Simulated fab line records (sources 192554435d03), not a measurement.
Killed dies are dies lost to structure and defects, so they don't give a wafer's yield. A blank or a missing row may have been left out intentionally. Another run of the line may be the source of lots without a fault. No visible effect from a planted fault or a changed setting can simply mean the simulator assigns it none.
Split-lot study | flow n5 finfet | on a route of 1938 steps: 7 lots, 21 wafers read

== SPLIT DETAILS ==
At N5_BEOL_M0_SAQP_PECVD_96 (deposits a-Si from SiH4/He, target thk 45 nm, time 45.2 s), the setting time s was moved away from the recipe's 45.2 s on 6 of the 21 wafers read, by -8.4% to +6.7%. For the rest of the wafers, this setting stayed at what the recipe calls for.

Reading taken at the split's own step.

== THE READING ==
a-Si_of_BEOL_M0_SAQP_PECVD_96.thk nm (the simulator's own value, which no gauge read), in nm, at N5_BEOL_M0_SAQP_PECVD_96 (deposits a-Si from SiH4/He, target thk 45 nm, time 45.2 s). The file does not state a usual value for it. The 15 wafers here that ran the recipe average 44.9 nm, standard deviation 0.59 nm.

wafer  | tool, chamber at the split | time s as run, s | against the recipe | a-Si_of_BEOL_M0_SAQP_PECVD_96.thk nm, nm | against lot-mates on the recipe
L076.1 | pecvd-01, 1                | 45.2             | recipe             | 43.8                                     | -
L076.4 | pecvd-01, 0                | 45.2             | recipe             | 45                                       | -
L076.6 | pecvd-01, 2                | 45.2             | recipe             | 44.8                                     | -
L079.1 | pecvd-04, 0                | 45.2             | recipe             | 45.6                                     | -
L079.3 | pecvd-04, 1                | 47.54            | +5.2%              | 46.8                                     | +1.4
L079.6 | pecvd-04, 1                | 45.2             | recipe             | 45.2                                     | -
L080.1 | pecvd-01, 2                | 45.2             | recipe             | 45.8                                     | -
L080.3 | pecvd-01, 0                | 48.23            | +6.7%              | 48.8                                     | +3.0
L080.4 | pecvd-01, 0                | 48.23            | +6.7%              | 49.2                                     | +3.4
L082.2 | pecvd-04, 2                | 45.2             | recipe             | 44.8                                     | -
L082.3 | pecvd-04, 1                | 45.2             | recipe             | 44.2                                     | -
L082.5 | pecvd-04, 1                | 47.83            | +5.8%              | 47.6                                     | +3.1
L086.2 | pecvd-04, 1                | 45.2             | recipe             | 44.2                                     | -
L086.3 | pecvd-04, 2                | 45.2             | recipe             | 45.4                                     | -
L086.5 | pecvd-04, 0                | 45.2             | recipe             | 45.6                                     | -
L089.2 | pecvd-01, 2                | 45.2             | recipe             | 44.2                                     | -
L089.4 | pecvd-01, 1                | 45.2             | recipe             | 45                                       | -
L089.6 | pecvd-01, 0                | 45.2             | recipe             | 45.4                                     | -
L090.1 | pecvd-01, 0                | 41.41            | -8.4%              | 41.4                                     | -3.8
L090.5 | pecvd-01, 0                | 41.41            | -8.4%              | 42.4                                     | -2.8
L090.6 | pecvd-01, 1                | 45.2             | recipe             | 45.2                                     | -

THE FIT
A straight line over all 21 wafers: a-Si_of_BEOL_M0_SAQP_PECVD_96.thk nm changes by +0.444 nm for each +1% of time s; r = +0.93; the points scatter about the line by 0.68 nm.
The same after taking each lot's own level away (the mean of its wafers on the recipe; 21 wafers): +0.423 nm for each +1%; r = +0.96; scatter 0.51 nm.
According to that fit, moving time s by its largest amount changes the reading by 3.5 nm.
The lots' own levels span 44.50 to 45.80 nm, that is 2.2 times the standard deviation above.
Hence the lot-to-lot level has little effect on the slope; both slopes agree.
Check: -3.36 nm against its lot-mates is what the line predicts for one of the wafers moved furthest among these (-8.4%) when that wafer is left out of the fit. It came out at -3.8 nm against them.

== OTHER SPLITS APPLIED TO THESE WAFERS ==
Note: prior to the reading, these wafers also went through further splits. Each is held against what the fit with the lots' levels taken away leaves over:
other split on the same wafers | wafers away from the commonest value | r with a-Si_of_BEOL_M0_SAQP_PECVD_96.thk nm (lot level and that fit taken away)
N5_SD_EPI_P_PEB_07 peb time s  | 7                                    | -0.21
N5_SDB_COAT_04 spin rpm        | 5                                    | -0.20
N5_SDB_COAT_05 spin rpm        | 6                                    | +0.07
N5_HKMG_FIN_PEB_10 peb time s  | 4                                    | -0.20
N5_HKMG_FIN_ETCH_32 source w   | 7                                    | -0.24
N5_GATE_CUT_ALD_22 ald cycles  | 5                                    | -0.09

== THE FILE'S OWN FIT ==
a-Si_of_BEOL_M0_SAQP_PECVD_96.thk nm changes by +0.423 nm for each +1% of time s, r = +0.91.
